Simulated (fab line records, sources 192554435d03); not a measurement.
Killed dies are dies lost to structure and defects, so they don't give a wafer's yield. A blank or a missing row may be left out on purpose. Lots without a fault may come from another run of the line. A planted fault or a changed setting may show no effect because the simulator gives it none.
Chamber matching | flow n5_finfet | N5_BEOL_M13_ETCH_59 on rie_diel-02: 4 sister chambers
The step etches BARC in N2/H2, target depth 89 nm, overetch 26.7 nm, time 67.9 s. 14 wafers are shown with their chamber, then 7 later ones without.

WAFERS WITH THEIR CHAMBER
wafer  | chamber | showerhead_plenum_p_Torr (Torr) | oes_product_au (a.u.) | drypump_motor_current_A (A)
L077.1 | 3       | 2.49                            | 0.57                  | 5.8
L077.3 | 2       | 2.64                            | 0.62                  | 6.0
L077.6 | 3       | 2.49                            | 0.57                  | 5.7
L079.1 | 3       | 2.49                            | 0.58                  | 5.8
L079.3 | 1       | 2.40                            | 0.60                  | 5.7
L079.6 | 2       | 2.64                            | 0.61                  | 6.0
L083.2 | 0       | 2.61                            | 0.75                  | 6.0
L083.4 | 3       | 2.49                            | 0.57                  | 5.7
L083.5 | 3       | 2.49                            | 0.57                  | 5.8
L085.3 | 0       | 2.61                            | 0.75                  | 5.9
L085.4 | 2       | 2.63                            | 0.61                  | 6.0
L085.6 | 0       | 2.61                            | 0.76                  | 5.9
L087.1 | 0       | 2.61                            | 0.75                  | 5.9
L087.3 | 2       | 2.63                            | 0.61                  | 6.0

SIGNATURES (means of the wafers above)
reading                  | chamber 0 | chamber 1 | chamber 2 | chamber 3 | scatter within a chamber
showerhead_plenum_p_Torr | 2.6100    | 2.4000    | 2.6350    | 2.4900    | 0.00316
oes_product_au           | 0.7525    | 0.6000    | 0.6125    | 0.5720    | 0.0048
drypump_motor_current_A  | 5.925     | 5.700     | 6.000     | 5.760     | 0.0442
Rule: a wafer's distance from a chamber is the root of the sum, over the readings, of the square of ((its reading less the chamber's mean) divided by the reading's scatter). The wafer belongs to the nearest chamber; if the next one is less than 2 further off, it can't be placed. The scatter: the root of (the sum of the squares of (reading less its chamber's mean) over the shown wafers, divided by (wafers less chambers)).

WAFERS WITHOUT THEIR CHAMBER
wafer  | showerhead_plenum_p_Torr (Torr) | oes_product_au (a.u.) | drypump_motor_current_A (A)
L087.6 | 2.61                            | 0.76                  | 5.9
L089.4 | 2.61                            | 0.74                  | 6.0
L089.5 | 2.63                            | 0.61                  | 6.0
L089.6 | 2.40                            | 0.60                  | 5.7
L092.2 | 2.39                            | 0.58                  | 5.7
L092.5 | 2.62                            | 0.60                  | 6.0
L092.6 | 2.49                            | 0.82                  | 5.8

WHICH CHAMBER EACH WENT THROUGH
wafer  | from the rows above | in truth
L087.6 | 0                   | 0
L089.4 | 0                   | 0
L089.5 | 2                   | 2
L089.6 | 1                   | 1
L092.2 | 1                   | 1
L092.5 | 2                   | 2
L092.6 | 0                   | 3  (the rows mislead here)
Placed correctly: 6 of 7. Can't be placed from these rows: 0. Placed wrongly: 1.
